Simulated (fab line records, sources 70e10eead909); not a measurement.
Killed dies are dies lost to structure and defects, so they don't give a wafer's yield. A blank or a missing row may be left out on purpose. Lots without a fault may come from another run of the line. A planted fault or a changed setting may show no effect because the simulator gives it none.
fab line records | flow nand_harc
record lots=6 wafers=18 last_day=33
route steps=1302 shown A_STAIRCASE@844 END@1302
lots that met no fault: from a run of the same line without faults
start_h: hours from the record's first day to the start of the lot's first wafer shown | wait_h: hours since the lot's step before | " the same as in the row above | L1.1+2: a row that stands for several wafers | - no value, or no start given | * or withheld: withheld | < > ~ a bound
route shown NAME@n: a module of which the file shows steps, and the number in the route of the first | usual: mean/standard deviation of fault-free wafers | same: alike in all rows | chamber/n: place in a boat | sites: the reading at each site | _std_site: their standard deviation | _edge_site: outer sites' mean less inner sites' | radius_mm: how far each site lies from the wafer's centre | mask NAME#n: copy n | behind: the tool/chamber that last shaped the wafer | hold: why the lot was held/for how many hours/how that ended | device: the transistor (n, p or np) that didn't switch | end of line: the same wafers' tests at the end of the route | a step without rows: its recipe alone | killed: dies lost to structure and defects at the first sort, not the wafer's yield | map: a wafer's dies, x killed, . not, _ none there
set.NAME: the setting as run; set.NAME@STEP: as run at that earlier step | model.NAME: the simulator's own value behind a step, which no gauge read
lots at some steps of the route; a table a step, a row a wafer
services: from which hour (start_h, from the record's first day; less than 0 if before it) a tool's chamber was out of use, for how many hours, and why
## steps
# step NHARC_A_STAIRCASE_DEP_417
# recipe target_thk_a=600 step_coverage_pct=20 temp_c=400 target_thk_nm=60 flow_sccm=200 rf_w=450 material=Si3N4
# usual heater_power_w=715/58 rf_fwd_power_W=449.2/1.4
# columns lot.wafer tool chamber start_h wait_h heater_power_w rf_fwd_power_W
L538.2 pecvd-01 2 423.14 - 794 449.2
L538.6 " 1 " " 647 448.7
L538.4 " 2 " " 815 449.3
L540.2 pecvd-01 1 440.01 - 667 450.7
L540.4 " 2 " " 764 449.8
L540.6 " 0 " " 813 449.3
L552.3 pecvd-03 0 585.85 - 771 448.2
L552.1 " 1 " " 706 450.9
L552.4 " 1 " " 687 449.1
L553.3 pecvd-03 1 586.85 - 584 449.6
L553.1 " 2 " " 738 449.2
L553.6 " 0 " " 738 449.9
L554.2 pecvd-03 1 588.06 - 713 447.1
L554.4 " 2 " " 797 450.4
L554.5 " 0 " " 756 449.9
L555.4 pecvd-02 0 603.71 - 745 446.3
L555.5 " 1 " " 696 451.5
L555.6 " 2 " " 632 452.0
# step NHARC_A_STAIRCASE_WET_418
# recipe temp_c=160 target_depth_a=200 chemistry=H3PO4
# step NHARC_A_STAIRCASE_PRECLEAN_419
# recipe time_s=* temp_c=50 bath_age_min=0 chemistry=SC1
# step NHARC_A_STAIRCASE_SRD_421
# step NHARC_A_STAIRCASE_ALD_420
# recipe target_thk_a=200 pulse_time_s=6 ald_cycles=200 temp_c=300 material=SiO2
# usual heater_power_w=480/77 precursor_pulse_height_rel=1.000/0.018
# columns lot.wafer tool chamber start_h wait_h heater_power_w precursor_pulse_height_rel
L538.2 ald_hk-01 1 427.25 - 414 0.999
L538.4 " 2 " " 514 0.994
L538.6 " 1 " " 413 0.974
L540.4 ald_hk-03 0 441.60 - 486 1.009
L540.2 " 2 " " 639 1.004
L540.6 " 1 " " 391 0.997
L552.3 ald_hk-02 0 588.51 - 395 0.990
L552.1 " 1 " " 424 1.012
L552.4 " 2 " " 556 1.004
L553.1 ald_hk-03 1 588.51 - 403 0.992
L553.3 " 0 " " 480 0.955
L553.6 " 1 " " 404 0.988
L554.2 ald_hk-02 2 590.77 - 565 1.004
L554.4 " 3 " " 434 1.012
L554.5 " 2 " " 559 0.965
L555.4 ald_hk-03 2 608.51 - 623 1.002
L555.6 " 2 " " 637 0.962
L555.5 " 3 " " 491 0.999
# step NHARC_A_STAIRCASE_CVD_552
# recipe target_thk_a=400 temp_c=700 pressure_mtorr=300 material=SiNx
# step NHARC_A_STAIRCASE_DEP_151
# recipe target_thk_a=72000 temp_c=400 target_thk_nm=7200 teos_flow_sccm=200 rf_w=500 material=SiO2
# usual heater_power_w=644/66 rf_fwd_power_W=499.5/1.7
# columns lot.wafer tool chamber start_h wait_h heater_power_w rf_fwd_power_W
L538.2 pecvd-03 1 435.68 0.5 677 499.0
L538.6 " 1 " " 568 501.6
L538.4 " 2 " " 597 497.2
L540.2 pecvd-03 2 449.79 0.5 723 500.4
L540.4 " 1 " " 566 498.1
L540.6 " 2 " " 600 501.5
L553.1 pecvd-03 0 596.73 0.4 729 497.8
L553.3 " 2 " " 727 496.8
L553.6 " 0 " " 594 498.5
L554.2 pecvd-01 2 596.97 0.6 795 500.2
L554.4 " 0 " " 666 501.7
L554.5 " 1 " " 499 499.6
L552.1 pecvd-03 0 597.40 1.0 734 499.7
L552.3 " 1 " " 614 499.4
L552.4 " 2 " " 622 500.9
L555.5 pecvd-03 0 616.86 0.7 607 499.3
L555.6 " 1 " " 545 499.2
L555.4 " 2 " " 614 497.7
# step NHARC_A_STAIRCASE_ANNEAL_320
# recipe temp_c=750 time_s=1800
# step NHARC_A_STAIRCASE_DEP_322
# recipe target_thk_a=72000 temp_c=400 target_thk_nm=7200 teos_flow_sccm=200 rf_w=500 material=SiO2
# usual heater_power_w=649/72 rf_fwd_power_W=499.8/1.4
# columns lot.wafer tool chamber start_h wait_h heater_power_w rf_fwd_power_W
L538.2 pecvd-03 1 443.37 0.1 566 500.9
L538.4 " 1 " " 567 500.4
L538.6 " 2 " " 596 499.8
L540.2 pecvd-02 2 457.40 0.3 720 499.0
L540.4 " 1 " " 606 497.4
L540.6 " 2 " " 584 499.0
L554.2 pecvd-02 2 604.76 0.1 643 499.0
L554.5 " 0 " " 653 499.2
L554.4 " 1 " " 559 500.2
L552.1 pecvd-03 0 604.76 0.1 747 497.2
L552.3 " 1 " " 651 500.1
L552.4 " 1 " " 563 499.8
L553.1 pecvd-01 0 604.86 0.2 809 500.2
L553.3 " 0 " " 657 501.4
L553.6 " 2 " " 636 499.2
L555.4 pecvd-02 1 624.41 0.3 554 498.6
L555.6 " 2 " " 585 499.3
L555.5 " 0 " " 624 501.8
# step NHARC_A_STAIRCASE_ANNEAL_323
# recipe temp_c=750 time_s=1800
# step NHARC_A_STAIRCASE_DEP_325
# recipe target_thk_a=72000 temp_c=400 target_thk_nm=7200 teos_flow_sccm=200 rf_w=500 material=SiO2
# usual heater_power_w=650/71 rf_fwd_power_W=499.5/1.6
# columns lot.wafer tool chamber start_h wait_h heater_power_w rf_fwd_power_W
L538.2 pecvd-03 0 453.06 0.1 679 701.4
L538.4 " 0 " " 556 700.5
L538.6 " 2 " " 599 498.5
L540.2 pecvd-03 1 464.75 0.2 604 498.3
L540.6 " 0 " " 562 699.4
L540.4 " 1 " " 548 497.8
L552.1 pecvd-01 0 614.56 0.2 788 500.5
L552.4 " 2 " " 651 500.8
L552.3 " 0 " " 677 500.7
L553.1 pecvd-02 2 614.57 0.2 712 499.3
L553.3 " 0 " " 779 496.5
L553.6 " 2 " " 593 500.7
L554.2 pecvd-03 1 614.60 0.3 559 499.8
L554.4 " 2 " " 637 499.2
L554.5 " 0 " " 608 498.2
L555.6 pecvd-01 1 632.25 0.4 511 501.0
L555.5 " 2 " " 635 497.6
L555.4 " 0 " " 667 498.7
# step NHARC_A_STAIRCASE_ANNEAL_326
# recipe temp_c=750 time_s=1800
# step NHARC_END_SORT_01
# recipe temp_c=25
# usual killed_at_array=52/18 killed_at_other=0.6/0.83 killed_at_periphery=4.3/2.8 killed_dies=57/19 killed_open=3.4/2 killed_short=2.5/1.7
# same gross_dies=677
# columns lot.wafer tool chamber start_h wait_h killed_at_array killed_at_other killed_at_periphery killed_dies killed_open killed_short
L538.2 prober-02 0 597.02 2.8 62 0 1 63 6 2
L538.4 prober-02 0 598.63 3.4 56 0 3 59 0 6
L538.6 prober-02 0 600.24 4.0 55 1 2 58 3 2
L540.2 prober-01 0 607.42 2.8 67 0 6 73 4 3
L540.4 prober-01 0 609.05 3.4 48 0 2 50 2 0
L540.6 prober-01 0 610.67 4.1 56 1 2 59 3 1
L554.2 prober-01 0 766.07 2.8 52 0 11 63 4 0
L554.4 prober-01 0 767.66 3.4 44 0 12 56 9 0
L554.5 prober-01 0 768.46 3.7 48 0 9 57 3 1
L553.1 prober-02 0 768.91 2.5 38 0 5 43 0 3
L553.3 prober-02 0 770.52 3.1 42 0 6 48 2 2
L553.6 prober-02 0 772.93 4.0 49 1 5 55 7 7
L552.1 prober-01 0 773.06 2.5 46 1 3 50 6 2
L552.3 prober-01 0 774.66 3.1 55 1 2 58 1 1
L552.4 prober-01 0 775.45 3.4 55 0 6 61 6 6
L555.4 prober-02 0 782.46 3.4 36 0 10 46 2 2
L555.5 prober-02 0 783.27 3.7 30 1 2 33 2 1
L555.6 prober-02 0 784.07 4.0 41 0 5 46 3 1
# killed by level:class
L538.2 A_CHANNEL_HOLE_D2:chamber_film_flake=33 A_SLIT:chamber_film_flake=14 A_STAIRCASE:chamber_film_flake=3 A_BLC:geometric_particle:open=2 A_DECK1_JOINT:chamber_film_flake=2 A_ONON_D1:geometric_particle:open=1 A_CHANNEL_HOLE_D1:geometric_particle:short=1 A_ONON_D2:geometric_particle:short=1
L538.4 A_CHANNEL_HOLE_D2:chamber_film_flake=31 A_SLIT:chamber_film_flake=16 A_CONTACT:chamber_film_flake=2 P_GATE:geometric_particle:short=1 A_ONON_D1:geometric_particle:short=1 A_DECK1_JOINT:geometric_particle:short=1 A_ONON_D2:geometric_particle:short=1 A_CHANNEL_FILL_D2:geometric_particle:short=1
L538.6 A_CHANNEL_HOLE_D2:chamber_film_flake=34 A_SLIT:chamber_film_flake=15 A_STAIRCASE:chamber_film_flake=2 P_GATE:geometric_particle:short=1 A_CHANNEL_HOLE_D1:geometric_particle:short=1 A_CONTACT:geometric_particle:open=1 A_BLC:geometric_particle:open=1 STARTING-WAFER:geometric_particle:open=1
L540.2 A_CHANNEL_HOLE_D1:chamber_film_flake=35 A_SLIT:chamber_film_flake=8 A_CHANNEL_HOLE_D2:chamber_film_flake=6 A_CONTACT:chamber_film_flake=4 P_M1:chamber_film_flake=3 A_ZERO_WELL:chamber_film_flake=2 A_DECK1_JOINT:chamber_film_flake=2 A_CHANNEL_FILL_D2:chamber_film_flake=2
L540.4 A_CHANNEL_HOLE_D1:chamber_film_flake=31 A_CHANNEL_HOLE_D2:chamber_film_flake=6 A_SLIT:chamber_film_flake=3 A_CONTACT:chamber_film_flake=2 A_DECK1_JOINT:geometric_particle:open=1 A_M1:geometric_particle:open=1 P_GATE:chamber_film_flake=1 P_M1:chamber_film_flake=1
L540.6 A_CHANNEL_HOLE_D1:chamber_film_flake=39 A_CHANNEL_HOLE_D2:chamber_film_flake=9 A_ONON_D2:geometric_particle:open=2 A_SLIT:chamber_film_flake=2 A_CONTACT:chamber_film_flake=2 A_CHANNEL_HOLE_D1:geometric_particle:short=1 STARTING-WAFER:geometric_particle:open=1 P_STI:chamber_film_flake=1
L554.2 A_STAIRCASE:chamber_film_flake=18 A_SLIT:chamber_film_flake=16 A_CHANNEL_HOLE_D1:chamber_film_flake=8 A_SGD_CUT:chamber_film_flake=6 P_GATE:chamber_film_flake=5 P_M1:chamber_film_flake=4 P_M0:geometric_particle:open=2 A_M1:chamber_film_flake=2
L554.4 A_SLIT:chamber_film_flake=15 P_M1:chamber_film_flake=7 A_CHANNEL_HOLE_D1:chamber_film_flake=7 A_STAIRCASE:chamber_film_flake=5 A_SGD_CUT:chamber_film_flake=4 A_M0:geometric_particle:open=3 P_GATE:chamber_film_flake=3 P_M0:geometric_particle:open=2
L554.5 A_SLIT:chamber_film_flake=20 A_STAIRCASE:chamber_film_flake=11 P_GATE:chamber_film_flake=4 P_M1:chamber_film_flake=4 A_WL_FILL:chamber_film_flake=3 A_M1:chamber_film_flake=3 A_M0:geometric_particle:open=2 A_CHANNEL_HOLE_D1:chamber_film_flake=2
L553.1 A_SLIT:chamber_film_flake=13 A_CHANNEL_HOLE_D2:chamber_film_flake=8 A_CHANNEL_HOLE_D1:chamber_film_flake=5 A_CONTACT:chamber_film_flake=4 P_GATE:chamber_film_flake=3 A_STAIRCASE:chamber_film_flake=3 A_CHANNEL_FILL_D1:geometric_particle:short=1 A_ONON_D2:geometric_particle:short=1
L553.3 A_SLIT:chamber_film_flake=16 A_CHANNEL_HOLE_D2:chamber_film_flake=8 A_CONTACT:chamber_film_flake=7 A_CHANNEL_HOLE_D1:chamber_film_flake=6 P_GATE:chamber_film_flake=4 A_ONON_D2:geometric_particle:short=1 A_CHANNEL_HOLE_D2:geometric_particle:open=1 A_CHANNEL_FILL_D2:geometric_particle:open=1
L553.6 A_SLIT:chamber_film_flake=13 A_CHANNEL_HOLE_D2:chamber_film_flake=13 A_STAIRCASE:chamber_film_flake=4 P_GATE:chamber_film_flake=3 A_CONTACT:chamber_film_flake=3 A_CHANNEL_FILL_D1:geometric_particle:short=2 A_ONON_D2:geometric_particle:short=2 A_WL_FILL:geometric_particle:short=2
L552.1 A_CHANNEL_HOLE_D2:chamber_film_flake=12 A_CONTACT:chamber_film_flake=12 A_SLIT:chamber_film_flake=7 A_CHANNEL_HOLE_D1:chamber_film_flake=4 A_SGD_CUT:chamber_film_flake=3 A_STAIRCASE:chamber_film_flake=2 P_GATE:geometric_particle:open=1 P_BONDPAD:geometric_particle:open=1
L552.3 A_CHANNEL_HOLE_D2:chamber_film_flake=15 A_CONTACT:chamber_film_flake=11 A_CHANNEL_HOLE_D1:chamber_film_flake=6 A_STAIRCASE:chamber_film_flake=6 A_SLIT:chamber_film_flake=6 A_SGD_CUT:chamber_film_flake=4 A_DECK1_JOINT:chamber_film_flake=2 A_BLC:chamber_film_flake=2
L552.4 A_CHANNEL_HOLE_D2:chamber_film_flake=13 A_STAIRCASE:chamber_film_flake=11 A_CONTACT:chamber_film_flake=8 A_CHANNEL_HOLE_D1:chamber_film_flake=4 A_SLIT:chamber_film_flake=4 A_SGD_CUT:chamber_film_flake=3 A_DECK1_JOINT:geometric_particle:short=2 A_DECK1_JOINT:chamber_film_flake=2
L555.4 A_CHANNEL_HOLE_D2:chamber_film_flake=16 A_SLIT:chamber_film_flake=12 P_GATE:chamber_film_flake=8 A_CHANNEL_FILL_D1:chamber_film_flake=2 A_STAIRCASE:chamber_film_flake=2 P_M1:geometric_particle:open=1 A_CHANNEL_FILL_D1:geometric_particle:short=1 A_BLC:geometric_particle:open=1
L555.5 A_SLIT:chamber_film_flake=18 A_CHANNEL_HOLE_D2:chamber_film_flake=9 P_CONTACT:geometric_particle:open=1 A_CHANNEL_FILL_D2:geometric_particle:open=1 STARTING-WAFER:geometric_particle:short=1 P_GATE:chamber_film_flake=1 A_STAIRCASE:chamber_film_flake=1 A_WL_FILL:chamber_film_flake=1
L555.6 A_CHANNEL_HOLE_D2:chamber_film_flake=19 A_SLIT:chamber_film_flake=13 A_CONTACT:chamber_film_flake=5 P_GATE:chamber_film_flake=3 P_M0:geometric_particle:open=1 A_ONON_D1:geometric_particle:open=1 A_DECK1_JOINT:geometric_particle:short=1 A_M1:geometric_particle:open=1
## services
# columns tool chamber start_h hours kind
pecvd-02 - 408.47 13.0 pm
pecvd-03 1 470.53 3.4 repair
ald_hk-01 - 476.02 10.0 pm
pecvd-01 - 492.00 13.0 pm
pecvd-01 0 492.00 13.0 vent_cycle
pecvd-01 1 492.00 13.0 vent_cycle
pecvd-01 2 492.00 13.0 vent_cycle
ald_hk-02 - 516.84 0.9 repair
ald_hk-02 - 526.38 10.0 pm
pecvd-03 0 537.78 21.3 repair
pecvd-02 - 542.50 0.3 repair
pecvd-02 0 547.26 2.7 repair
pecvd-03 - 547.59 13.0 pm
pecvd-03 1 547.59 13.0 vent_cycle
pecvd-03 2 547.59 13.0 vent_cycle
pecvd-03 0 560.59 - clean
pecvd-03 1 560.59 - clean
pecvd-03 2 560.59 - clean
pecvd-03 - 562.38 1.0 repair
pecvd-01 - 568.58 1.2 repair
ald_hk-03 - 573.54 10.0 pm
pecvd-02 - 589.62 13.0 pm
pecvd-01 1 600.05 23.8 repair
ald_hk-03 - 628.89 0.8 repair
## key
first_sign step=NHARC_A_STAIRCASE_DEP_325 reading=rf_fwd_power_W direction=up sigmas=99+ usual=* struck=*
effect none on later readings
met_at NHARC_A_STAIRCASE_DEP_325
struck_wafers L538.2,L538.4,L540.6
tester_left_out L538,L540
fault kind=process_parameter_drift tool=pecvd-03 chamber=0 onset_h=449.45 steps=NHARC_A_STAIRCASE_DEP_325 channel=rf_w offset=* shape=step end_h=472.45 acts_in=* stated=*
# tester_left_out: of these lots the tester's yield and bins aren't shown, on N5 and GAA mostly nor the transistor test; their killed dies are dies lost to structure and defects alone, not to doping, threshold or leakage, so they don't give the yield
